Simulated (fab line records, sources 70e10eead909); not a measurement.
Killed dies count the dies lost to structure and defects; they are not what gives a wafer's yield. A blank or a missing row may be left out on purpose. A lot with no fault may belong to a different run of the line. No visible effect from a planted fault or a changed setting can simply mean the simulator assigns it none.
fab line records	flow nand-harc	part 2 of 2: steps 5 to 6 of 6
record lots=22	wafers=66	last-day=25
route steps=1159 shown A_SLIT@791 A_CONTACT@868
lots that met no fault: from a run of the same line without faults
start-h: the number of hours between the record's first day and the start of the first shown wafer of the lot	wait-h: hours from the lot's prior step to this one	" as in the row above	L1.1+2: one row covering several wafers at once	- no value, or no start given	* or withheld: withheld	< > ~ a bound
route shown NAME@n: NAME is a module with steps in the file, n the number in the route of the first one	usual: mean/standard deviation taken from wafers without a fault	same: alike in all rows	chamber/n: place in a boat	sites: per-site readings	_std_site: the values' standard deviation	_edge_site: inner sites' mean taken away from outer sites' mean	radius-mm: for every site, how far away it sits from the centre of the wafer	mask NAME#n: copy n	behind: the tool/chamber that last shaped the wafer	hold: the reason the lot was held/the length of the hold in hours/how it ended	device: which transistor (n, p or np) failed to switch	end of line: the tests these same wafers got at the end of their route	a step without rows: its recipe alone	killed: count of dies lost to structure and defects at first sort (not the wafer's yield)	map: the dies of a wafer, with x for killed, . for not killed, _ for no die there
set.NAME: the setting the step ran with; set.NAME@STEP: the setting that earlier step ran with	model.NAME: the simulator's own value behind a step, which no gauge read
steps of the route over a sample of lots; a table a step, a row a wafer
services: the hour from which a tool's chamber was out of use, counted from the record's first day as start-h (under 0 if before that day), plus the number of hours and why
## steps
# step NHARC_A_CONTACT_ETCH_97
# recipe target-depth-a=200	over-etch-frac=0.5	time-s=10	ion-energy-ev=250	c4f6-flow-sccm=25	o2-flow-sccm=20	ar-flow-sccm=500	rf-w=600	bias-w=500	chemistry=C4F6/O2
# usual c4f6-flow-sccm=24.99/0.082	drypump-motor-current-A=5.7/0.43	oes-product-au=0.961/0.022	rf-vpp-V=548/3.5	showerhead-plenum-p-Torr=3.96/0.17	throttle-valve-pct=26.902/0.0085
lot.wafer	tool	chamber	start-h	wait-h	c4f6-flow-sccm	drypump-motor-current-A	oes-product-au	rf-hours-counter-h	rf-vpp-V	showerhead-plenum-p-Torr	throttle-valve-pct
L075.2	rie-diel-04	3	-	-	25.07	5.1	0.988	17	542	3.74	26.896
L075.3	"	1	"	"	25.02	5.5	0.957	16	552	4.16	26.915
L075.6	"	3	"	"	24.95	5.1	0.974	-	544	3.74	26.893
L074.1	rie-diel-06	2	379.16	0.1	24.80	6.4	0.962	49	548	3.98	26.904
L074.3	"	1	"	"	25.03	6.5	0.970	50	549	4.07	26.907
L074.6	"	0	"	"	24.94	5.9	0.967	-	549	3.98	26.899
L076.4	rie-diel-04	1	-	-	25.07	5.5	0.947	18	552	4.15	26.896
L076.1	"	3	"	"	25.01	5.2	0.940	18	543	3.74	26.911
L076.5	"	1	"	"	25.07	5.5	0.938	-	551	4.15	26.907
L077.1	rie-diel-13	0	-	-	24.99	5.7	0.933	37	548	3.95	26.896
L077.6	"	2	"	"	25.06	6.5	0.930	-	553	4.20	26.912
L077.5	"	3	"	"	24.96	5.5	0.922	-	540	3.65	26.903
L079.1	rie-diel-04	1	398.75	0.1	24.98	5.5	0.959	20	551	4.15	26.898
L079.4	"	1	"	"	24.91	5.5	0.960	-	553	4.15	26.907
L079.6	"	2	"	"	24.88	5.8	0.956	-	547	3.87	26.912
L078.1	rie-diel-04	3	-	-	25.02	5.1	0.945	20	544	3.74	26.905
L078.4	"	2	"	"	24.96	5.8	0.946	21	545	3.87	26.919
L078.6	"	0	"	"	24.97	5.8	0.960	-	550	3.99	26.897
L081.4	rie-diel-04	0	-	-	24.88	5.9	0.949	24	549	3.99	26.921
L081.3	"	1	"	"	25.03	5.5	0.946	24	552	4.15	26.904
L081.1	"	2	"	"	25.09	5.8	0.935	24	544	3.87	26.920
L080.4	rie-diel-04	3	-	-	24.95	5.1	0.951	24	543	3.74	26.891
L080.2	"	1	"	"	24.97	5.5	0.968	24	551	4.15	26.905
L080.6	"	0	"	"	25.31	5.9	0.965	-	549	3.99	26.913
L085.4	rie-diel-04	2	-	-	25.14	5.8	0.990	27	546	3.87	26.906
L085.3	"	0	"	"	25.04	5.9	1.007	26	549	3.99	26.908
L085.5	"	2	"	"	25.05	5.9	0.995	-	545	3.87	26.902
L084.3	rie-diel-04	3	-	-	24.82	5.1	0.944	28	543	3.74	26.898
L084.5	"	0	"	"	24.85	5.9	0.946	-	549	3.99	26.913
L084.6	"	1	"	"	25.03	5.5	0.940	-	552	4.15	26.902
L082.2	rie-diel-04	2	-	-	25.06	5.8	0.945	28	546	3.86	26.891
L082.4	"	3	"	"	25.05	5.1	0.951	28	543	3.74	26.902
L082.1	"	0	"	"	24.83	5.8	0.973	27	548	3.99	26.922
L083.1	rie-diel-06	3	453.96	0.1	25.04	6.3	1.004	10	552	4.22	26.897
L083.3	"	0	"	"	25.01	5.9	0.999	11	548	3.97	26.902
L083.6	"	0	"	"	24.84	5.9	1.012	-	549	3.97	26.899
L087.1	rie-diel-04	1	-	-	24.87	5.5	0.970	29	550	4.15	26.893
L087.2	"	0	"	"	25.12	5.8	0.980	29	548	3.98	26.908
L087.6	"	2	"	"	25.08	5.8	0.967	-	544	3.86	26.906
L086.1	rie-diel-04	2	-	-	25.10	5.8	0.952	32	547	3.86	26.904
L086.4	"	0	"	"	25.04	5.9	0.965	31	548	3.98	26.898
L086.6	"	2	"	"	25.10	5.8	0.952	-	548	3.86	26.910
L089.2	rie-diel-04	0	-	-	25.09	5.8	0.966	31	550	3.98	26.902
L089.1	"	1	"	"	25.08	5.5	0.963	32	551	4.15	26.920
L089.5	"	0	"	"	25.04	5.8	0.976	-	549	3.98	26.894
L088.3	rie-diel-13	2	-	-	25.02	6.5	1.010	2	551	4.18	26.907
L088.1	"	0	"	"	25.07	5.7	1.012	1	546	3.94	26.908
L088.5	"	2	"	"	24.97	6.6	0.999	-	552	4.19	26.891
L092.1	rie-diel-04	1	-	-	25.11	5.5	1.003	0	553	4.14	26.899
L092.6	"	3	"	"	24.91	5.1	0.976	-	544	3.73	26.898
L092.5	"	0	"	"	24.93	5.9	0.992	-	548	3.98	26.908
L091.4	rie-diel-13	2	-	-	24.95	6.6	0.982	7	552	4.18	26.907
L091.3	"	3	"	"	25.00	5.4	0.958	7	553	4.22	26.896
L091.1	"	1	"	"	25.02	5.3	0.963	7	543	3.70	26.909
L094.3	rie-diel-06	0	-	-	24.95	5.9	0.936	24	547	3.96	26.902
L094.4	"	1	"	"	25.01	6.5	0.949	25	550	4.05	26.903
L094.6	"	2	"	"	24.89	6.4	0.938	-	548	3.95	26.907
L093.1	rie-diel-04	3	-	-	25.03	5.1	0.936	3	543	3.73	26.905
L093.3	"	1	"	"	25.01	5.5	0.943	3	552	4.14	26.892
L093.2	"	2	"	"	25.00	5.9	0.934	3	545	3.86	26.911
L096.2	rie-diel-06	1	-	-	25.11	6.6	0.965	33	551	4.05	26.894
L096.4	"	3	"	"	24.99	6.3	0.941	33	553	4.21	26.913
L096.5	"	0	"	"	24.97	5.9	0.974	-	549	3.95	26.910
L097.1	rie-diel-04	3	-	-	25.19	5.1	0.960	8	544	3.73	26.898
L097.3	"	0	"	"	25.12	5.8	0.976	8	548	3.98	26.907
L097.6	"	3	"	"	25.03	5.1	0.962	-	543	3.73	26.906
# step NHARC_A_CONTACT_ETCH_106
# recipe target-depth-a=600	overetch-a=60	time-s=33	ion-energy-ev=100	cf4-flow-sccm=80	o2-flow-sccm=20	ar-flow-sccm=0	rf-w=300	bias-w=100	chemistry=CF4/O2
# usual drypump-motor-current-A=5.8/0.45	oes_ar_750_au=0.999/0.0045	oes-product-au=0.999/0.0078	rf-vpp-V=198.2/1.5	showerhead-plenum-p-Torr=1.35/0.061	throttle-valve-pct=13.396/0.0088
lot.wafer	tool	chamber	start-h	wait-h	drypump-motor-current-A	oes_ar_750_au	oes-product-au	rf-hours-counter-h	rf-vpp-V	showerhead-plenum-p-Torr	throttle-valve-pct
L075.2	rie-diel-06	0	379.34	0.1	5.9	1.001	0.997	50	199.5	1.36	13.396
L075.3	"	1	"	"	6.5	1.001	1.002	50	198.8	1.39	13.403
L075.6	"	2	"	"	6.4	1.000	0.999	-	198.2	1.35	13.400
L074.3	rie-diel-04	2	379.84	0.1	5.8	0.996	0.993	17	196.8	1.32	13.419
L074.1	"	1	"	"	5.4	1.003	0.994	17	199.9	1.42	13.394
L074.6	"	3	"	"	5.1	1.009	1.006	-	195.9	1.27	13.401
L076.1	rie-diel-06	1	383.48	0.1	6.5	1.001	1.001	52	198.6	1.39	13.406
L076.4	"	2	"	"	6.4	1.003	0.985	-	198.5	1.35	13.402
L076.5	"	0	"	"	5.9	1.006	0.989	-	198.4	1.36	13.392
L077.1	rie-diel-04	0	383.77	0.1	5.8	0.994	0.996	17	199.0	1.36	13.385
L077.5	"	2	"	"	5.8	1.011	0.982	-	198.7	1.32	13.401
L077.6	"	3	"	"	5.1	0.994	1.000	-	198.1	1.27	13.388
L079.1	rie-diel-04	2	399.17	0.1	5.8	0.994	0.995	21	197.9	1.31	13.397
L079.6	"	1	"	"	5.4	1.001	0.998	-	198.5	1.42	13.397
L079.4	"	2	"	"	5.8	1.005	0.998	-	198.7	1.31	13.392
L078.1	rie-diel-04	3	400.46	0.1	5.1	1.002	1.000	20	195.4	1.27	13.406
L078.4	"	0	"	"	5.8	0.999	1.000	19	197.9	1.36	13.392
L078.6	"	2	"	"	5.8	0.999	1.000	-	195.7	1.31	13.383
L081.4	rie-diel-04	1	425.06	0.1	5.5	1.003	1.011	24	200.0	1.42	13.397
L081.3	"	2	"	"	5.8	0.999	0.988	24	197.8	1.31	13.400
L081.1	"	3	"	"	5.1	0.996	0.994	24	197.7	1.27	13.388
L080.2	rie-diel-13	0	425.29	0.1	5.7	1.001	1.010	53	196.9	1.34	13.404
L080.4	"	2	"	"	6.5	1.003	0.999	56	200.3	1.43	13.400
L080.6	"	1	"	"	5.3	0.999	1.003	-	195.3	1.26	13.400
L085.3	rie-diel-04	2	440.94	0.1	5.8	0.994	1.004	27	197.8	1.31	13.383
L085.4	"	3	"	"	5.1	0.998	0.996	27	197.5	1.27	13.410
L085.5	"	3	"	"	5.1	0.999	0.991	-	195.5	1.27	13.391
L082.2	rie-diel-06	2	445.01	0.0	6.4	0.999	0.994	6	199.0	1.35	13.404
L082.1	"	3	"	"	6.3	0.998	0.996	7	200.8	1.44	13.389
L082.4	"	0	"	"	5.9	1.000	1.002	8	198.9	1.35	13.374
L084.3	rie-diel-04	2	445.28	0.1	5.8	0.999	0.999	28	197.0	1.31	13.386
L084.5	"	2	"	"	5.8	0.997	1.000	-	197.6	1.31	13.399
L084.6	"	3	"	"	5.1	0.996	0.991	-	197.1	1.27	13.387
L083.3	rie-diel-06	0	454.69	0.1	5.9	1.004	1.002	11	197.7	1.35	13.385
L083.1	"	1	"	"	6.5	1.005	1.006	12	198.7	1.38	13.403
L083.6	"	0	"	"	5.9	1.003	1.011	-	197.9	1.35	13.384
L087.2	rie-diel-04	0	458.11	0.1	5.8	0.994	1.010	29	199.8	1.36	13.419
L087.1	"	3	"	"	5.1	0.997	0.994	30	196.2	1.27	13.394
L087.6	"	1	"	"	5.5	0.993	0.999	-	200.3	1.42	13.407
L086.4	rie-diel-06	2	462.82	0.1	6.5	0.993	0.998	13	197.4	1.35	13.408
L086.1	"	0	"	"	5.9	1.002	1.016	17	198.0	1.35	13.402
L086.6	"	2	"	"	6.4	1.003	1.010	-	197.6	1.35	13.397
L089.2	rie-diel-06	0	464.19	0.1	5.9	0.994	1.004	17	199.3	1.35	13.405
L089.1	"	2	"	"	6.5	0.997	0.996	13	196.9	1.35	13.397
L089.5	"	0	"	"	5.9	1.002	1.011	-	197.9	1.35	13.391
L088.3	rie-diel-13	0	466.06	0.1	5.6	1.003	0.999	1	196.8	1.34	13.411
L088.1	"	1	"	"	5.3	1.005	1.009	1	196.3	1.25	13.405
L088.5	"	1	"	"	5.3	1.007	1.007	-	196.6	1.25	13.394
L092.1	rie-diel-04	2	477.07	0.1	5.8	0.999	0.995	0	198.3	1.31	13.395
L092.5	"	2	"	"	5.8	0.998	0.991	-	197.1	1.31	13.407
L092.6	"	3	"	"	5.1	1.000	0.993	-	195.6	1.27	13.397
L091.4	rie-diel-13	1	478.86	0.1	5.3	0.992	0.998	8	196.4	1.25	13.399
L091.1	"	2	"	"	6.6	1.007	0.994	7	199.4	1.43	13.384
L091.3	"	0	"	"	5.6	0.998	1.009	8	196.7	1.34	13.403
L094.3	rie-diel-13	2	489.10	0.1	6.5	1.006	1.012	9	201.1	1.43	13.395
L094.4	"	3	"	"	5.4	0.992	0.987	10	200.1	1.44	13.398
L094.6	"	1	"	"	5.3	1.005	0.999	-	196.4	1.25	13.388
L093.2	rie-diel-04	1	494.42	0.1	5.4	1.000	1.004	3	199.5	1.42	13.393
L093.1	"	2	"	"	5.8	0.993	1.000	3	198.6	1.31	13.384
L093.3	"	0	"	"	5.9	1.004	1.003	3	198.3	1.36	13.397
L096.4	rie-diel-04	2	508.28	0.1	5.9	0.996	0.997	6	199.2	1.31	13.392
L096.2	"	3	"	"	5.1	0.992	0.981	5	195.0	1.26	13.402
L096.5	"	1	"	"	5.5	1.006	1.001	-	199.9	1.41	13.398
L097.3	rie-diel-06	0	523.09	0.2	5.9	0.998	1.010	40	200.0	1.35	13.383
L097.1	"	1	"	"	6.5	0.999	1.000	38	199.2	1.38	13.395
L097.6	"	3	"	"	6.3	1.001	0.999	-	198.9	1.44	13.398
## services
tool	chamber	start-h	hours	kind
rie-diel-04	0	298.04	-	clean
har-cap-etch-02	-	306.51	17.0	pm
rie-diel-13	2	309.80	3.9	repair
har-cap-etch-01	-	316.10	0.5	repair
rie-diel-02	-	327.70	9.0	pm
rie-diel-02	0	350.89	9.2	repair
rie-diel-06	3	359.28	27.0	repair
rie-diel-07	2	381.10	7.4	repair
rie-diel-09	2	383.44	5.8	repair
rie-diel-04	3	397.47	2.3	repair
rie-diel-07	-	405.20	9.0	pm
rie-diel-02	2	414.96	5.8	repair
rie-diel-06	-	418.27	9.0	pm
rie-diel-09	-	431.10	9.0	pm
rie-diel-02	1	439.05	15.5	repair
rie-diel-13	2	445.58	10.8	repair
rie-diel-07	0	451.34	10.0	repair
rie-diel-13	-	453.25	9.0	pm
rie-diel-04	-	466.30	9.0	pm
rie-diel-07	-	468.73	0.9	repair
rie-diel-07	1	484.84	18.3	repair
rie-diel-02	-	488.77	12.6	repair
rie-diel-02	-	504.70	9.0	pm
rie-diel-07	1	520.22	5.6	repair
